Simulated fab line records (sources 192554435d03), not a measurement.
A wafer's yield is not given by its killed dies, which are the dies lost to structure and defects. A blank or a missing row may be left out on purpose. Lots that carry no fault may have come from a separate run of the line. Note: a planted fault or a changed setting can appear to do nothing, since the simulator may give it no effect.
The tool behind it: which one? :: flow n5_finfet :: 10 lots, 30 wafers sampled, at 1 step of a route of 1938

== WHAT THE GAUGES READ, wafer by wafer ==
N5_BEOL_M13_CD_MEAS_17: the cd target is 190 nm.
lot: L919
measured: day 11 20:39
on: cd_sem-01
cd_nm (nm): 189.3 190.7 190.2

lot: L926
measured: day 12 18:04
on: cd_sem-01
cd_nm (nm): 191.1 191.0 190.7

lot: L927
measured: day 13 12:40
on: cd_sem-02
cd_nm (nm): 189.4 190.6 188.8

lot: L929
measured: day 13 21:55
on: cd_sem-01
cd_nm (nm): 189.2 189.9 191.3

lot: L930
measured: day 14 02:11
on: cd_sem-03
cd_nm (nm): 188.1 188.7 190.1

lot: L932
measured: day 14 13:43
on: cd_sem-01
cd_nm (nm): 190.3 189.3 190.1

lot: L933
measured: day 14 15:35
on: cd_sem-01
cd_nm (nm): 190.6 190.5 189.9

lot: L931
measured: day 14 23:25
on: cd_sem-01
cd_nm (nm): 189.1 188.9 189.2

lot: L936
measured: day 15 04:36
on: cd_sem-02
cd_nm (nm): 188.8 187.8 189.0

lot: L940
measured: day 17 03:28
on: cd_sem-01
cd_nm (nm): 189.6 192.2 189.7

== WHICH TOOL RAN EACH LOT (tool, then ch and the chambers of the sampled wafers, then the start) ==
No process step before these readings appears in the record.

== WHAT THE TOOLS THEMSELVES READ (means of the sampled wafers that have a number; where no wafer has one, the mark that the record gives instead) ==
The record holds no such reading with a usual standard deviation.

== THE ANSWER, worked out from the rows above alone ==
Rule: usual is defined by the lots themselves. The widest of any qualifying gaps counts: lots, ordered by their means at a reading, are off when they make up no more than a third of the lots, leave a main group of 4 or more, and stand apart from it by 3 or more times the standard deviation of that group's means. A main group is skipped when, at the precision printed for the reading in the tables above, its means are all equal. A lot without any number at a reading at which 4 lots or more have one is off too. The other lots that the step has rows for count as sound. First the gauges in route order, then the tools' own readings, where a lot's mean is used as printed above. The first step at which some lot is off is used, and at that step the reading that is off furthest; a lot without a number counts as furthest.
None of the lots is off at any reading shown; this tells nothing.

== WHAT THE SIMULATOR PUT IN ==
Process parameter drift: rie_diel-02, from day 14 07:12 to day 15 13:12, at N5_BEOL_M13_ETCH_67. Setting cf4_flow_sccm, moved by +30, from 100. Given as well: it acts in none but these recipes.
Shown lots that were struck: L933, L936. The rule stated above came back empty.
